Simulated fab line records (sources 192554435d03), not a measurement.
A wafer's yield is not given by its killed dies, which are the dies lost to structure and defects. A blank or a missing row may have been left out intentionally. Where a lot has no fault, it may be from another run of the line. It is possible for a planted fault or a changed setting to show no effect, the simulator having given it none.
Check of tool commonality | flow n5Finfet | Sampled: 10 lots, 29 wafers

## WHY IT WAS OPENED
N5_FIN_CUT_OVL_MEAS_09, reading FIN_CUT_OVL: flagged on 4 of 10 lots. Fault-free wafers read 0.4 nm, with a standard deviation of 0.61.
Rule: a lot is flagged when every wafer of it that has a number lies more than 4 standard deviations from that mean, or none has a number. As for the other lots, they are considered sound.

lot  | measured    | on         | FIN_CUT_OVL (nm), wafer by wafer | flag
L791 | day 3 16:29 | overlay-01 | 0.9 -0.5 0.2                     | 
L794 | day 4 12:41 | overlay-01 | 0.2 0.0 -0.4                     | 
L795 | day 4 16:04 | overlay-01 | 0.6 0.7 1.2                      | 
L796 | day 4 23:18 | overlay-02 | 0.7 0.4 1.0                      | 
L799 | day 5 15:50 | overlay-01 | 13.4 13.9 14.0                   | FLAGGED
L801 | day 6 03:01 | overlay-01 | 12.6 12.9 13.1                   | FLAGGED
L802 | day 6 09:58 | overlay-02 | 14.0 13.0 13.7                   | FLAGGED
L803 | day 6 16:41 | overlay-02 | 13.5 13.3 14.1                   | FLAGGED
L805 | day 7 04:44 | overlay-02 | -1.5 0.2                         | 
L808 | day 7 23:09 | overlay-01 | -0.2 0.7 1.1                     | 
Average over the flagged lots: 13.5 nm; offset from the usual +13.1 nm, equal to +21 standard deviations.

## TOOL THAT RAN EACH LOT
Before the reading, the record contains 2 process steps out of a 1938-step route. Each cell gives the tool, then ch followed by the chambers the sampled wafers passed through, then the start.
lot  | flag    | N5_FIN_SAQP_ETCH_34              | N5_FIN_CUT_EXPOSE_05
L791 |         | rieDiel-02 ch 1,3, day 3 15:33   | euvScanner-02 ch 0, day 3 16:19
L794 |         | rieDiel-02 ch 0,1, day 4 11:45   | euvScanner-01 ch 0, day 4 12:31
L795 |         | rieDiel-02 ch 0,1,2, day 4 15:14 | euvScanner-01 ch 0, day 4 15:54
L796 |         | rieDiel-02 ch 0,1,3, day 4 22:29 | euvScanner-01 ch 0, day 4 23:08
L799 | FLAGGED | rieDiel-01 ch 0,1,2, day 5 15:02 | euvScanner-01 ch 0, day 5 15:41
L801 | FLAGGED | rieDiel-02 ch 2,3, day 6 02:05   | euvScanner-01 ch 0, day 6 02:51
L802 | FLAGGED | rieDiel-01 ch 0,3, day 6 09:09   | euvScanner-01 ch 0, day 6 09:48
L803 | FLAGGED | rieDiel-02 ch 0,2, day 6 15:51   | euvScanner-01 ch 0, day 6 16:32
L805 |         | rieDiel-02 ch 0,1, day 7 03:48   | euvScanner-02 ch 0, day 7 04:34
L808 |         | rieDiel-06 ch 1,2, day 7 22:04   | euvScanner-02 ch 0, day 7 22:59
What the steps here do:
- N5_FIN_SAQP_ETCH_34: etches SiO2 in C4F6/O2, target depth 45 nm, time 15 s.
- N5_FIN_CUT_EXPOSE_05: exposes mask FIN CUT.
- N5_FIN_CUT_OVL_MEAS_09

## FLAGGED OVER TOTAL, TOOL BY TOOL (the gauges that took the reading come last)
step                   | tool          | lots run | flagged | share of the flagged lots | sound lots run after its first flagged lot
N5_FIN_SAQP_ETCH_34    | rieDiel-01    | 2        | 2       | some                      | 0
N5_FIN_SAQP_ETCH_34    | rieDiel-02    | 7        | 2       | some                      | 1 (L805)
N5_FIN_SAQP_ETCH_34    | rieDiel-06    | 1        | 0       | none                      | -
N5_FIN_CUT_EXPOSE_05   | euvScanner-01 | 7        | 4       | all                       | 0
N5_FIN_CUT_EXPOSE_05   | euvScanner-02 | 3        | 0       | none                      | -
N5_FIN_CUT_OVL_MEAS_09 | overlay-01    | 6        | 2       | some                      | 1 (L808)
N5_FIN_CUT_OVL_MEAS_09 | overlay-02    | 4        | 2       | some                      | 1 (L805)

## WHAT THE TABLE PERMITS
All flagged lots share 1 row of the table, namely euvScanner-01 at N5_FIN_CUT_EXPOSE_05.
- euvScanner-01 at N5_FIN_CUT_EXPOSE_05: 4 of its 7 lots flagged. It ran its last sound lot, L796, at day 4 23:08 and its first flagged lot, L799, at day 5 15:41: a fault with its onset between the two fits.
One tool is left: euvScanner-01 at N5_FIN_CUT_EXPOSE_05.

## WHAT THE SIMULATOR HAD INSERTED
Scanner matching overlay: euvScanner-01, from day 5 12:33 on, at N5_FIN_CUT_EXPOSE_05. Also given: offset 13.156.
Lots struck among those shown: L799, L801, L802, L803. Same finding as the rule above.
